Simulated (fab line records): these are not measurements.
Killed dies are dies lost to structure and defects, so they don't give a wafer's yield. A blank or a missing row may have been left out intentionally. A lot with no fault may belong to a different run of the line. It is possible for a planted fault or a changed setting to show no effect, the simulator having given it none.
Chamber matching + flow nand harc + NHARC_A_STAIRCASE_CMP_450 on cmp-03: 4 sister chambers
The step polishes SiO2, target thk 200 nm. 20 wafers are shown with their chamber, then 10 later ones without.

== WAFERS, EACH WITH ITS CHAMBER ==
| wafer  | chamber | motor current A (A) | slurry filter dp kPa (kPa) |
|--------|---------|---------------------|----------------------------|
| L078.1 | 3       | 11.2                | 13.37                      |
| L078.3 | 0       | 12.2                | 13.54                      |
| L078.5 | 0       | 12.5                | 13.32                      |
| L079.3 | 0       | 11.8                | 13.51                      |
| L079.5 | 1       | 9.9                 | 13.59                      |
| L079.6 | 0       | 12.3                | 13.42                      |
| L080.4 | 3       | 12.0                | 13.58                      |
| L080.5 | 2       | 13.4                | 13.20                      |
| L080.6 | 3       | 12.4                | 13.40                      |
| L082.3 | 2       | 13.8                | 13.41                      |
| L082.4 | 1       | 9.4                 | 13.39                      |
| L082.5 | 1       | 10.0                | 13.58                      |
| L084.2 | 3       | 11.8                | 13.72                      |
| L084.3 | 2       | 13.6                | 13.74                      |
| L084.6 | 2       | 13.1                | 13.52                      |
| L087.2 | 0       | 12.0                | 13.53                      |
| L087.4 | 3       | 11.3                | 13.53                      |
| L087.5 | 1       | 9.6                 | 13.46                      |
| L086.2 | 0       | 12.1                | 13.31                      |
| L086.3 | 1       | 9.5                 | 13.43                      |

SIGNATURES (means of the wafers above)
| reading              | chamber 0 | chamber 1 | chamber 2 | chamber 3 | scatter within a chamber |
|----------------------|-----------|-----------|-----------|-----------|--------------------------|
| motor current A      | 12.150    | 9.680     | 13.475    | 11.740    | 0.338                    |
| slurry filter dp kPa | 13.4383   | 13.4900   | 13.4675   | 13.5200   | 0.141                    |
Rule: a wafer lies at a distance from a chamber equal to the root of the sum of squares, over the readings, of (its reading less the chamber's mean, divided by the reading's scatter). If the next closest chamber is less than 2 further off than the closest, the wafer can't be placed; otherwise it belongs to the closest. The scatter: the root of (the sum of the squares of (reading less its chamber's mean) over the shown wafers, divided by (wafers less chambers)).

== WAFERS WITHOUT THEIR CHAMBER ==
| wafer  | motor current A (A) | slurry filter dp kPa (kPa) |
|--------|---------------------|----------------------------|
| L086.5 | 14.1                | 13.59                      |
| L086.1 | 12.1                | 13.41                      |
| L086.4 | 13.1                | 13.52                      |
| L086.6 | 10.2                | 13.46                      |
| L085.2 | 11.8                | 13.56                      |
| L085.3 | 12.2                | 13.22                      |
| L085.4 | 9.5                 | 13.51                      |
| L092.1 | 12.2                | 13.73                      |
| L092.2 | 12.0                | 13.53                      |
| L092.5 | 9.1                 | 13.43                      |

== EACH ONE'S CHAMBER ==
| wafer  | from the rows above     | in truth |
|--------|-------------------------|----------|
| L086.5 | 2                       | 2        |
| L086.1 | can't be placed: 0 or 3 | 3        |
| L086.4 | can't be placed: 2 or 0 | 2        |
| L086.6 | 1                       | 1        |
| L085.2 | can't be placed: 3 or 0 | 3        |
| L085.3 | can't be placed: 0 or 3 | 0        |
| L085.4 | 1                       | 1        |
| L092.1 | can't be placed: 3 or 0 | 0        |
| L092.2 | can't be placed: 3 or 0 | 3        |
| L092.5 | 1                       | 1        |
Correct placement for 4 of the 10. Not placeable from these rows: 6 (in 6, the candidates include the true chamber). 0 placed wrongly.
